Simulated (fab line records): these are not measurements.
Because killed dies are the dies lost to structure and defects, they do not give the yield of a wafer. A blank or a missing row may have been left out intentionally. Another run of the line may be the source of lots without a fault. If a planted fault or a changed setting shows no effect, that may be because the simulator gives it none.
The tool behind it: which one? / flow n5 finfet / 24 lots, 72 wafers sampled, at 5 steps of a route of 1938

WHAT THE GAUGES READ, wafer by wafer
N5_BEOL_M14_CD_MEAS_17: target cd 250 nm. Usual: cd nm reads 251.1 nm (standard deviation 1.3).
lot=L074; measured=day 12 21:46; on=cd sem-01; cd nm (nm)=250.1 250.1 249.9; flag=
lot=L075; measured=day 14 00:03; on=cd sem-02; cd nm (nm)=252.1 251.1 251.9; flag=
lot=L077; measured=day 14 00:46; on=cd sem-03; cd nm (nm)=250.4 249.8 249.0; flag=
lot=L076; measured=day 14 04:07; on=cd sem-01; cd nm (nm)=249.4 251.1 248.2; flag=
lot=L078; measured=day 14 07:11; on=cd sem-01; cd nm (nm)=250.7 251.0 251.4; flag=
lot=L079; measured=day 14 07:20; on=cd sem-02; cd nm (nm)=251.4 251.6 252.6; flag=
lot=L081; measured=day 14 17:16; on=cd sem-03; cd nm (nm)=252.1 250.9 251.1; flag=
lot=L082; measured=day 14 22:36; on=cd sem-02; cd nm (nm)=252.3 253.8 253.2; flag=
lot=L080; measured=day 15 03:24; on=cd sem-01; cd nm (nm)=252.7 252.4 251.6; flag=
lot=L084; measured=day 15 03:43; on=cd sem-01; cd nm (nm)=250.7 251.4 252.1; flag=
lot=L083; measured=day 15 06:11; on=cd sem-03; cd nm (nm)=249.3 250.7 250.6; flag=
lot=L085; measured=day 16 00:16; on=cd sem-02; cd nm (nm)=250.3 251.3 251.8; flag=
lot=L086; measured=day 16 05:26; on=cd sem-01; cd nm (nm)=253.7 252.0 251.7; flag=
lot=L088; measured=day 16 11:10; on=cd sem-01; cd nm (nm)=249.9 249.9 252.2; flag=
lot=L087; measured=day 16 11:50; on=cd sem-03; cd nm (nm)=249.7 250.6 250.7; flag=
lot=L089; measured=day 17 04:05; on=cd sem-02; cd nm (nm)=252.8 249.5 248.5; flag=
lot=L093; measured=day 17 21:17; on=cd sem-03; cd nm (nm)=252.2 252.6 253.2; flag=
lot=L092; measured=day 17 21:41; on=cd sem-02; cd nm (nm)=250.8 254.3 251.5; flag=
lot=L090; measured=day 18 02:18; on=cd sem-02; cd nm (nm)=250.5 249.8 250.6; flag=
lot=L091; measured=day 18 03:02; on=cd sem-01; cd nm (nm)=247.7 250.0 248.7; flag=
lot=L096; measured=day 18 23:05; on=cd sem-01; cd nm (nm)=251.6 250.1 249.1; flag=
lot=L095; measured=day 19 03:41; on=cd sem-02; cd nm (nm)=251.2 250.0 250.9; flag=
lot=L097; measured=day 19 13:46; on=cd sem-03; cd nm (nm)=250.2 252.2 252.1; flag=
lot=L094; measured=day 19 22:44; on=cd sem-03; cd nm (nm)=250.4 252.1 250.2; flag=

N5_BEOL_M14_OVL_MEAS_29. Usual: for M14_OVL the level is 0 nm and the standard deviation is 4.8.
lot=L074; measured=day 12 22:15; on=overlay-02; M14_OVL (nm)=-1 -9 -5; flag=
lot=L075; measured=day 14 00:25; on=overlay-02; M14_OVL (nm)=-1 1 -7; flag=
lot=L077; measured=day 14 01:16; on=overlay-02; M14_OVL (nm)=-1 -3 4; flag=
lot=L076; measured=day 14 04:29; on=overlay-02; M14_OVL (nm)=-1 6 7; flag=
lot=L078; measured=day 14 07:40; on=overlay-02; M14_OVL (nm)=-9 3 -2; flag=
lot=L079; measured=day 14 07:50; on=overlay-02; M14_OVL (nm)=-2 -4 0; flag=
lot=L081; measured=day 14 17:38; on=overlay-01; M14_OVL (nm)=-1 -7 -2; flag=
lot=L082; measured=day 14 23:05; on=overlay-01; M14_OVL (nm)=-1 3 -1; flag=
lot=L080; measured=day 15 03:53; on=overlay-01; M14_OVL (nm)=3 6 8; flag=
lot=L084; measured=day 15 04:05; on=overlay-02; M14_OVL (nm)=3 -7 3; flag=
lot=L083; measured=day 15 06:42; on=overlay-02; M14_OVL (nm)=-5 -1 -4; flag=
lot=L085; measured=day 16 00:37; on=overlay-02; M14_OVL (nm)=-18 3 -7; flag=
lot=L086; measured=day 16 05:55; on=overlay-02; M14_OVL (nm)=5 6 3; flag=
lot=L088; measured=day 16 11:39; on=overlay-01; M14_OVL (nm)=0 6 -4; flag=
lot=L087; measured=day 16 12:20; on=overlay-01; M14_OVL (nm)=4 0 -1; flag=
lot=L089; measured=day 17 04:27; on=overlay-02; M14_OVL (nm)=4 3 13; flag=
lot=L093; measured=day 17 21:46; on=overlay-01; M14_OVL (nm)=-1 2 1; flag=
lot=L092; measured=day 17 22:11; on=overlay-02; M14_OVL (nm)=-3 3 -9; flag=
lot=L090; measured=day 18 02:40; on=overlay-01; M14_OVL (nm)=2 0 -4; flag=
lot=L091; measured=day 18 03:23; on=overlay-02; M14_OVL (nm)=1 5 -2; flag=
lot=L096; measured=day 18 23:27; on=overlay-01; M14_OVL (nm)=-8 -3 3; flag=
lot=L095; measured=day 19 04:10; on=overlay-01; M14_OVL (nm)=-4 9 0; flag=
lot=L097; measured=day 19 14:07; on=overlay-01; M14_OVL (nm)=8 0 0; flag=
lot=L094; measured=day 19 23:13; on=overlay-02; M14_OVL (nm)=-5 -7 -4; flag=

N5_BEOL_M15_CD_MEAS_10: target cd 360 nm. Usual: cd nm reads 360.4 nm (standard deviation 1.3).
lot=L074; measured=day 13 04:58; on=cd sem-01; cd nm (nm)=359.8 359.4 359.5; flag=
lot=L075; measured=day 14 04:29; on=cd sem-02; cd nm (nm)=361.3 360.9 361.2; flag=
lot=L077; measured=day 14 07:04; on=cd sem-03; cd nm (nm)=359.1 360.3 360.6; flag=
lot=L076; measured=day 14 08:39; on=cd sem-02; cd nm (nm)=359.2 359.7 359.1; flag=
lot=L078; measured=day 14 13:42; on=cd sem-02; cd nm (nm)=359.9 359.9 360.9; flag=
lot=L079; measured=day 14 14:11; on=cd sem-03; cd nm (nm)=359.4 360.4 357.5; flag=
lot=L081; measured=day 14 20:42; on=cd sem-02; cd nm (nm)=360.9 361.5 360.2; flag=
lot=L082; measured=day 15 02:50; on=cd sem-01; cd nm (nm)=361.5 360.5 360.7; flag=
lot=L080; measured=day 15 10:16; on=cd sem-03; cd nm (nm)=362.9 362.5 364.5; flag=
lot=L084; measured=day 15 11:26; on=cd sem-02; cd nm (nm)=360.1 359.6 359.3; flag=
lot=L083; measured=day 15 11:35; on=cd sem-02; cd nm (nm)=359.7 358.2 359.9; flag=
lot=L085; measured=day 16 06:07; on=cd sem-02; cd nm (nm)=359.3 359.1 360.5; flag=
lot=L086; measured=day 16 11:02; on=cd sem-01; cd nm (nm)=361.9 362.2 362.3; flag=
lot=L088; measured=day 16 15:19; on=cd sem-02; cd nm (nm)=359.5 358.2 359.7; flag=
lot=L087; measured=day 16 15:45; on=cd sem-03; cd nm (nm)=360.7 360.2 361.7; flag=
lot=L089; measured=day 17 07:44; on=cd sem-01; cd nm (nm)=359.2 358.6 359.8; flag=
lot=L093; measured=day 18 04:46; on=cd sem-01; cd nm (nm)=359.7 357.5 361.3; flag=
lot=L092; measured=day 18 06:05; on=cd sem-01; cd nm (nm)=358.9 361.6 359.9; flag=
lot=L090; measured=day 18 07:56; on=cd sem-02; cd nm (nm)=359.9 361.1 358.9; flag=
lot=L091; measured=day 18 08:29; on=cd sem-03; cd nm (nm)=361.1 361.8 361.8; flag=
lot=L096; measured=day 19 04:44; on=cd sem-01; cd nm (nm)=361.9 359.5 361.0; flag=
lot=L095; measured=day 19 08:23; on=cd sem-01; cd nm (nm)=361.8 360.7 359.9; flag=
lot=L097; measured=day 19 18:42; on=cd sem-03; cd nm (nm)=362.1 360.9 360.8; flag=
lot=L094; measured=day 20 04:42; on=cd sem-01; cd nm (nm)=360.6 360.3 360.8; flag=

TOOL THAT RAN EACH LOT (tool first, then ch and the chambers of the sampled wafers, then the start)
lot=L074; N5_BEOL_M13_CMP_49=cmp-02 ch 0,1,3, day 12 20:11; N5_BEOL_M14_ETCH_59=rie diel-04 ch 0,3, day 12 21:16
lot=L075; N5_BEOL_M13_CMP_49=cmp-02 ch 0,1,2, day 13 22:02; N5_BEOL_M14_ETCH_59=rie diel-04 ch 0,2,3, day 13 23:39
lot=L077; N5_BEOL_M13_CMP_49=cmp-03 ch 1,2, day 13 22:16; N5_BEOL_M14_ETCH_59=rie diel-01 ch 2,3, day 14 00:20
lot=L076; N5_BEOL_M13_CMP_49=cmp-04 ch 0,1,2, day 14 02:28; N5_BEOL_M14_ETCH_59=rie diel-04 ch 1,2,3, day 14 03:43
lot=L078; N5_BEOL_M13_CMP_49=cmp-04 ch 0,1,2, day 14 05:32; N5_BEOL_M14_ETCH_59=rie diel-04 ch 0,1,3, day 14 06:47
lot=L079; N5_BEOL_M13_CMP_49=cmp-02 ch 1,2,3, day 14 05:49; N5_BEOL_M14_ETCH_59=rie diel-01 ch 1,2, day 14 06:56
lot=L081; N5_BEOL_M13_CMP_49=cmp-03 ch 0,1, day 14 15:36; N5_BEOL_M14_ETCH_59=rie diel-04 ch 1,3, day 14 16:43
lot=L082; N5_BEOL_M13_CMP_49=cmp-04 ch 0,2,3, day 14 21:05; N5_BEOL_M14_ETCH_59=rie diel-01 ch 0,1,2, day 14 22:12
lot=L080; N5_BEOL_M13_CMP_49=cmp-02 ch 0,2,3, day 15 01:17; N5_BEOL_M14_ETCH_59=rie diel-06 ch 1,2, day 15 02:55
lot=L084; N5_BEOL_M13_CMP_49=cmp-02 ch 0,1,2, day 15 02:04; N5_BEOL_M14_ETCH_59=rie diel-01 ch 0,3, day 15 03:19
lot=L083; N5_BEOL_M13_CMP_49=cmp-04 ch 0,2, day 15 04:36; N5_BEOL_M14_ETCH_59=rie diel-06 ch 1,3, day 15 05:47
lot=L085; N5_BEOL_M13_CMP_49=cmp-03 ch 0,3, day 15 22:47; N5_BEOL_M14_ETCH_59=rie diel-06 ch 0,1,3, day 15 23:52
lot=L086; N5_BEOL_M13_CMP_49=cmp-04 ch 0,1,3, day 16 03:50; N5_BEOL_M14_ETCH_59=rie diel-06 ch 0,3, day 16 05:02
lot=L088; N5_BEOL_M13_CMP_49=cmp-02 ch 0,2,3, day 16 09:32; N5_BEOL_M14_ETCH_59=rie diel-01 ch 1,2,3, day 16 10:46
lot=L087; N5_BEOL_M13_CMP_49=cmp-02 ch 0,2,3, day 16 10:20; N5_BEOL_M14_ETCH_59=rie diel-04 ch 1,3, day 16 11:26
lot=L089; N5_BEOL_M13_CMP_49=cmp-04 ch 0,1,3, day 17 02:25; N5_BEOL_M14_ETCH_59=rie diel-01 ch 1,3, day 17 03:41
lot=L093; N5_BEOL_M13_CMP_49=cmp-03 ch 2,3, day 17 19:37; N5_BEOL_M14_ETCH_59=rie diel-01 ch 0,3, day 17 20:53
lot=L092; N5_BEOL_M13_CMP_49=cmp-02 ch 1,2,3, day 17 19:43; N5_BEOL_M14_ETCH_59=rie diel-01 ch 0,1, day 17 21:17
lot=L090; N5_BEOL_M13_CMP_49=cmp-04 ch 0,2, day 18 00:46; N5_BEOL_M14_ETCH_59=rie diel-06 ch 1,3, day 18 01:54
lot=L091; N5_BEOL_M13_CMP_49=cmp-02 ch 1,2,3, day 18 01:34; N5_BEOL_M14_ETCH_59=rie diel-06 ch 1,2,3, day 18 02:38
lot=L096; N5_BEOL_M13_CMP_49=cmp-03 ch 0,1,3, day 18 21:37; N5_BEOL_M14_ETCH_59=rie diel-04 ch 1,2,3, day 18 22:41
lot=L095; N5_BEOL_M13_CMP_49=cmp-03 ch 1,2,3, day 19 02:09; N5_BEOL_M14_ETCH_59=rie diel-06 ch 0,1,3, day 19 03:16
lot=L097; N5_BEOL_M13_CMP_49=cmp-04 ch 0,1,3, day 19 12:11; N5_BEOL_M14_ETCH_59=rie diel-06 ch 0,1,3, day 19 13:22
lot=L094; N5_BEOL_M13_CMP_49=cmp-02 ch 0,3, day 19 21:09; N5_BEOL_M14_ETCH_59=rie diel-04 ch 0,2,3, day 19 22:20
- N5_BEOL_M13_CMP_49: polishes, stops on SiOC, t overpolish 17.1 s, target thk 420 nm.
- N5_BEOL_M14_ETCH_59: etches BARC in N2/H2, target depth 89 nm, overetch 26.7 nm, time 67.9 s.

WHAT THE TOOLS THEMSELVES READ (means of the sampled wafers that have a number; where no wafer has one, the mark that the record gives instead)
N5_BEOL_M13_CMP_49. Usual: barrier field endpoint s 30.4 s, standard deviation 0.64; motor current A 6.2 A, standard deviation 0.72; overpolish run s 17.100 s, standard deviation 0.0094.
lot=L074; tool=cmp-02; barrier field endpoint s (s)=30.9; motor current A (A)=5.7; overpolish run s (s)=17.104; flag=
lot=L075; tool=cmp-02; barrier field endpoint s (s)=30.8; motor current A (A)=6.0; overpolish run s (s)=17.099; flag=
lot=L077; tool=cmp-03; barrier field endpoint s (s)=30.0; motor current A (A)=8.1; overpolish run s (s)=17.098; flag=
lot=L076; tool=cmp-04; barrier field endpoint s (s)=30.0; motor current A (A)=6.0; overpolish run s (s)=17.109; flag=
lot=L078; tool=cmp-04; barrier field endpoint s (s)=30.9; motor current A (A)=6.2; overpolish run s (s)=17.106; flag=
lot=L079; tool=cmp-02; barrier field endpoint s (s)=31.2; motor current A (A)=5.9; overpolish run s (s)=17.095; flag=
lot=L081; tool=cmp-03; barrier field endpoint s (s)=30.2; motor current A (A)=7.2; overpolish run s (s)=17.110; flag=
lot=L082; tool=cmp-04; barrier field endpoint s (s)=29.3; motor current A (A)=6.0; overpolish run s (s)=17.086; flag=
lot=L080; tool=cmp-02; barrier field endpoint s (s)=30.4; motor current A (A)=5.8; overpolish run s (s)=17.101; flag=
lot=L084; tool=cmp-02; barrier field endpoint s (s)=30.2; motor current A (A)=5.8; overpolish run s (s)=17.087; flag=
lot=L083; tool=cmp-04; barrier field endpoint s (s)=29.2; motor current A (A)=6.0; overpolish run s (s)=17.104; flag=
lot=L085; tool=cmp-03; barrier field endpoint s (s)=30.0; motor current A (A)=6.8; overpolish run s (s)=17.100; flag=
lot=L086; tool=cmp-04; barrier field endpoint s (s)=30.3; motor current A (A)=6.3; overpolish run s (s)=17.105; flag=
lot=L088; tool=cmp-02; barrier field endpoint s (s)=29.8; motor current A (A)=5.7; overpolish run s (s)=17.092; flag=
lot=L087; tool=cmp-02; barrier field endpoint s (s)=31.0; motor current A (A)=5.7; overpolish run s (s)=17.106; flag=
lot=L089; tool=cmp-04; barrier field endpoint s (s)=29.9; motor current A (A)=6.2; overpolish run s (s)=17.092; flag=
lot=L093; tool=cmp-03; barrier field endpoint s (s)=30.9; motor current A (A)=6.4; overpolish run s (s)=17.108; flag=
lot=L092; tool=cmp-02; barrier field endpoint s (s)=30.1; motor current A (A)=5.9; overpolish run s (s)=17.102; flag=
lot=L090; tool=cmp-04; barrier field endpoint s (s)=30.0; motor current A (A)=6.1; overpolish run s (s)=17.097; flag=
lot=L091; tool=cmp-02; barrier field endpoint s (s)=31.1; motor current A (A)=6.0; overpolish run s (s)=17.101; flag=
lot=L096; tool=cmp-03; barrier field endpoint s (s)=30.8; motor current A (A)=7.3; overpolish run s (s)=17.104; flag=
lot=L095; tool=cmp-03; barrier field endpoint s (s)=30.4; motor current A (A)=7.3; overpolish run s (s)=17.098; flag=
lot=L097; tool=cmp-04; barrier field endpoint s (s)=30.7; motor current A (A)=6.2; overpolish run s (s)=17.100; flag=
lot=L094; tool=cmp-02; barrier field endpoint s (s)=31.3; motor current A (A)=5.8; overpolish run s (s)=17.097; flag=

N5_BEOL_M14_ETCH_59. Usual: drypump motor current A 5.8 A, standard deviation 0.41; oes product au 0.65 a.u., standard deviation 0.056; rf fwd power W 833 W, standard deviation 3; rf vpp V 524.6 V, standard deviation 2; showerhead plenum p Torr 2.56 Torr, standard deviation 0.065; throttle valve pct 17.93 %, standard deviation 0.22.
lot=L074; tool=rie diel-04; drypump motor current A (A)=6.4; oes product au (a.u.)=0.70; rf fwd power W (W)=830; rf vpp V (V)=527.6; showerhead plenum p Torr (Torr)=2.68; throttle valve pct (%)=17.74; flag=
lot=L075; tool=rie diel-04; drypump motor current A (A)=6.1; oes product au (a.u.)=0.64; rf fwd power W (W)=831; rf vpp V (V)=527.1; showerhead plenum p Torr (Torr)=2.64; throttle valve pct (%)=18.01; flag=
lot=L077; tool=rie diel-01; drypump motor current A (A)=5.8; oes product au (a.u.)=0.65; rf fwd power W (W)=833; rf vpp V (V)=523.1; showerhead plenum p Torr (Torr)=2.51; throttle valve pct (%)=18.05; flag=
lot=L076; tool=rie diel-04; drypump motor current A (A)=5.8; oes product au (a.u.)=0.62; rf fwd power W (W)=833; rf vpp V (V)=526.0; showerhead plenum p Torr (Torr)=2.59; throttle valve pct (%)=17.93; flag=
lot=L078; tool=rie diel-04; drypump motor current A (A)=6.1; oes product au (a.u.)=0.67; rf fwd power W (W)=832; rf vpp V (V)=526.1; showerhead plenum p Torr (Torr)=2.62; throttle valve pct (%)=17.69; flag=
lot=L079; tool=rie diel-01; drypump motor current A (A)=6.1; oes product au (a.u.)=0.67; rf fwd power W (W)=832; rf vpp V (V)=523.3; showerhead plenum p Torr (Torr)=2.49; throttle valve pct (%)=17.98; flag=
lot=L081; tool=rie diel-04; drypump motor current A (A)=5.7; oes product au (a.u.)=0.63; rf fwd power W (W)=833; rf vpp V (V)=524.8; showerhead plenum p Torr (Torr)=2.57; throttle valve pct (%)=17.61; flag=
lot=L082; tool=rie diel-01; drypump motor current A (A)=5.9; oes product au (a.u.)=0.67; rf fwd power W (W)=836; rf vpp V (V)=523.8; showerhead plenum p Torr (Torr)=2.56; throttle valve pct (%)=17.99; flag=
lot=L080; tool=rie diel-06; drypump motor current A (A)=5.3; oes product au (a.u.)=0.62; rf fwd power W (W)=833; rf vpp V (V)=526.0; showerhead plenum p Torr (Torr)=2.60; throttle valve pct (%)=17.94; flag=
lot=L084; tool=rie diel-01; drypump motor current A (A)=5.6; oes product au (a.u.)=0.65; rf fwd power W (W)=836; rf vpp V (V)=525.2; showerhead plenum p Torr (Torr)=2.57; throttle valve pct (%)=18.08; flag=
lot=L083; tool=rie diel-06; drypump motor current A (A)=5.8; oes product au (a.u.)=0.63; rf fwd power W (W)=829; rf vpp V (V)=523.3; showerhead plenum p Torr (Torr)=2.53; throttle valve pct (%)=17.92; flag=
lot=L085; tool=rie diel-06; drypump motor current A (A)=5.9; oes product au (a.u.)=0.63; rf fwd power W (W)=833; rf vpp V (V)=523.5; showerhead plenum p Torr (Torr)=2.52; throttle valve pct (%)=18.04; flag=
lot=L086; tool=rie diel-06; drypump motor current A (A)=5.9; oes product au (a.u.)=0.60; rf fwd power W (W)=835; rf vpp V (V)=523.6; showerhead plenum p Torr (Torr)=2.51; throttle valve pct (%)=18.02; flag=
lot=L088; tool=rie diel-01; drypump motor current A (A)=5.9; oes product au (a.u.)=0.65; rf fwd power W (W)=834; rf vpp V (V)=522.6; showerhead plenum p Torr (Torr)=2.51; throttle valve pct (%)=18.04; flag=
lot=L087; tool=rie diel-04; drypump motor current A (A)=6.1; oes product au (a.u.)=0.62; rf fwd power W (W)=837; rf vpp V (V)=524.7; showerhead plenum p Torr (Torr)=2.58; throttle valve pct (%)=17.68; flag=
lot=L089; tool=rie diel-01; drypump motor current A (A)=5.7; oes product au (a.u.)=0.62; rf fwd power W (W)=834; rf vpp V (V)=522.2; showerhead plenum p Torr (Torr)=2.53; throttle valve pct (%)=18.06; flag=
lot=L093; tool=rie diel-01; drypump motor current A (A)=5.6; oes product au (a.u.)=0.63; rf fwd power W (W)=833; rf vpp V (V)=525.0; showerhead plenum p Torr (Torr)=2.56; throttle valve pct (%)=18.11; flag=
lot=L092; tool=rie diel-01; drypump motor current A (A)=5.8; oes product au (a.u.)=0.65; rf fwd power W (W)=833; rf vpp V (V)=523.6; showerhead plenum p Torr (Torr)=2.58; throttle valve pct (%)=18.01; flag=
lot=L090; tool=rie diel-06; drypump motor current A (A)=5.8; oes product au (a.u.)=0.64; rf fwd power W (W)=829; rf vpp V (V)=524.3; showerhead plenum p Torr (Torr)=2.53; throttle valve pct (%)=18.00; flag=
lot=L091; tool=rie diel-06; drypump motor current A (A)=5.6; oes product au (a.u.)=0.61; rf fwd power W (W)=831; rf vpp V (V)=523.8; showerhead plenum p Torr (Torr)=2.55; throttle valve pct (%)=17.98; flag=
lot=L096; tool=rie diel-04; drypump motor current A (A)=5.7; oes product au (a.u.)=0.73; rf fwd power W (W)=834; rf vpp V (V)=525.1; showerhead plenum p Torr (Torr)=2.57; throttle valve pct (%)=17.71; flag=
lot=L095; tool=rie diel-06; drypump motor current A (A)=5.8; oes product au (a.u.)=0.67; rf fwd power W (W)=835; rf vpp V (V)=524.0; showerhead plenum p Torr (Torr)=2.51; throttle valve pct (%)=17.94; flag=
lot=L097; tool=rie diel-06; drypump motor current A (A)=5.9; oes product au (a.u.)=0.66; rf fwd power W (W)=829; rf vpp V (V)=523.5; showerhead plenum p Torr (Torr)=2.51; throttle valve pct (%)=17.96; flag=
lot=L094; tool=rie diel-04; drypump motor current A (A)=6.1; oes product au (a.u.)=0.74; rf fwd power W (W)=833; rf vpp V (V)=525.8; showerhead plenum p Torr (Torr)=2.62; throttle valve pct (%)=17.79; flag=

THE ANSWER, worked out from the rows above alone
Rule: lot off if the mean of its wafers having a number is beyond 3 standard deviations from the usual mean. A lot without any number at a reading at which 4 lots or more have one is off too. The other lots that the step has rows for count as sound. First the gauges in route order, then the tools' own readings, where a lot's mean is used as printed above. At the first step where some lot is off, the reading lying furthest off is the one used; lots without a number count as furthest.
No lot is off at any reading shown: from this, nothing can be told.

WHAT THE SIMULATOR HAD PUT IN
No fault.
